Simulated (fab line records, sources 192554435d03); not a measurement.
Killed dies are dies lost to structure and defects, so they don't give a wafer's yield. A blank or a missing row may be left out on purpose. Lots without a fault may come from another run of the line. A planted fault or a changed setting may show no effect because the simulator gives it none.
Which tool did it? | flow n5_finfet | 15 lots, 45 wafers sampled, at 1 step of a route of 1938

WHAT THE GAUGES READ, wafer by wafer
N5_BEOL_M0_SAQP_CD_MEAS_40: target cd 30 nm. Usual: cd_nm 30.09 nm, standard deviation 0.26.
lot  | measured     | on        | cd_nm (nm)        | flag
L225 | day 5 21:05  | cd_sem-02 | 29.93 30.13 30.18 |
L226 | day 5 21:56  | cd_sem-02 | 30.12 30.40 30.17 |
L227 | day 6 04:52  | cd_sem-03 | 30.38 30.20 30.31 |
L228 | day 6 07:50  | cd_sem-02 | 30.34 30.44 30.21 |
L229 | day 6 20:01  | cd_sem-03 | 30.21 29.87 30.44 |
L230 | day 6 23:20  | cd_sem-02 | 30.08 30.06 30.18 |
L231 | day 7 03:59  | cd_sem-02 | 30.35 30.28 29.99 |
L232 | day 7 11:04  | cd_sem-01 | 30.17 30.20 30.22 |
L233 | day 7 15:55  | cd_sem-03 | 30.24 30.41 30.06 |
L235 | day 8 00:41  | cd_sem-02 | 29.88 29.69 30.10 |
L239 | day 9 02:40  | cd_sem-02 | 30.22 30.25 30.11 |
L241 | day 9 13:45  | cd_sem-02 | 29.98 30.14 29.99 |
L243 | day 10 04:51 | cd_sem-03 | 30.44 30.54 30.20 |
L244 | day 10 10:50 | cd_sem-03 | 30.18 29.98 30.38 |
L245 | day 10 14:30 | cd_sem-03 | 29.99 30.17 29.91 |

WHICH TOOL RAN EACH LOT (tool, then ch and the chambers of the sampled wafers, then the start)
The record holds no process step before these readings.

WHAT THE TOOLS THEMSELVES READ (means of the sampled wafers that have a number; where no wafer has one, the mark that the record gives instead)
The record holds no such reading with a usual standard deviation.

THE ANSWER, worked out from the rows above alone
Rule: a lot is off if the mean of its wafers that have a number lies more than 3 standard deviations from the usual mean. A lot without any number at a reading at which 4 lots or more have one is off too. The other lots that the step has rows for count as sound. The gauges are gone through in route order, then the tools' own readings, and for those a lot's mean is taken as printed above. The first step at which some lot is off is used, and at that step the reading that is off furthest; a lot without a number counts as furthest.
No lot is off at any reading shown: from this, nothing can be told.

WHAT THE SIMULATOR HAD PUT IN
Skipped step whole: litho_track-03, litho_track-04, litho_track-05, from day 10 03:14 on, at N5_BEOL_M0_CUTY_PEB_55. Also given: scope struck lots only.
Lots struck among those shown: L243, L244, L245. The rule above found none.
